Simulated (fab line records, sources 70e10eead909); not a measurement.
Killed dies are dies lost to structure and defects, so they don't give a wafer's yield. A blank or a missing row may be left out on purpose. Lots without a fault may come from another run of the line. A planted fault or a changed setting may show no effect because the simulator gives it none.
Chamber matching | flow nand_harc | NHARC_P_ZERO_WELL_DESCUM_39 on rie_diel-10: 4 sister chambers
The step chemistry O2, time 3 s. 7 wafers are shown with their chamber, then 7 later ones without.

WAFERS WITH THEIR CHAMBER
wafer  | chamber | rf_vpp_V (V) | oes_product_au (a.u.)
L148.2 | 0       | 58.7         | 0.998
L150.3 | 3       | 56.9         | 1.003
L151.2 | 2       | 59.1         | 0.991
L151.3 | 1       | 56.8         | 0.996
L151.6 | 1       | 58.1         | 0.984
L159.1 | 3       | 57.6         | 1.029
L159.2 | 2       | 57.0         | 1.005

WAFERS WITHOUT THEIR CHAMBER
wafer  | rf_vpp_V (V) | oes_product_au (a.u.)
L159.5 | 59.0         | 0.991
L162.3 | 56.9         | 1.004
L162.4 | 59.5         | 0.992
L162.6 | 57.6         | 1.022
L166.2 | 57.7         | 0.993
L166.3 | 56.5         | 0.995
L166.5 | 59.8         | 0.993

WHICH CHAMBER EACH WENT THROUGH
wafer  | from the rows above               | in truth
L159.5 | can't be placed: 0 or 2 or 1 or 3 | 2
L162.3 | can't be placed: 3 or 2 or 1 or 0 | 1
L162.4 | can't be placed: 0 or 2 or 1 or 3 | 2
L162.6 | can't be placed: 3 or 2 or 0 or 1 | 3
L166.2 | can't be placed: 1 or 2 or 0 or 3 | 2
L166.3 | can't be placed: 1 or 2 or 3 or 0 | 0
L166.5 | can't be placed: 0 or 2 or 1 or 3 | 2
Placed correctly: 0 of 7. Can't be placed from these rows: 7 (the true chamber is among the candidates in 7). Placed wrongly: 0.
How it was worked out, from the rows above alone: a wafer's distance from a chamber is the root of the sum, over the readings, of the square of ((its reading less the chamber's mean) divided by the reading's scatter). The wafer belongs to the nearest chamber; if the next one is less than 2 further off, it can't be placed. A chamber's mean is the mean of its shown wafers. The scatter: the root of (the sum of the squares of (reading less its chamber's mean) over the shown wafers, divided by (wafers less chambers)).
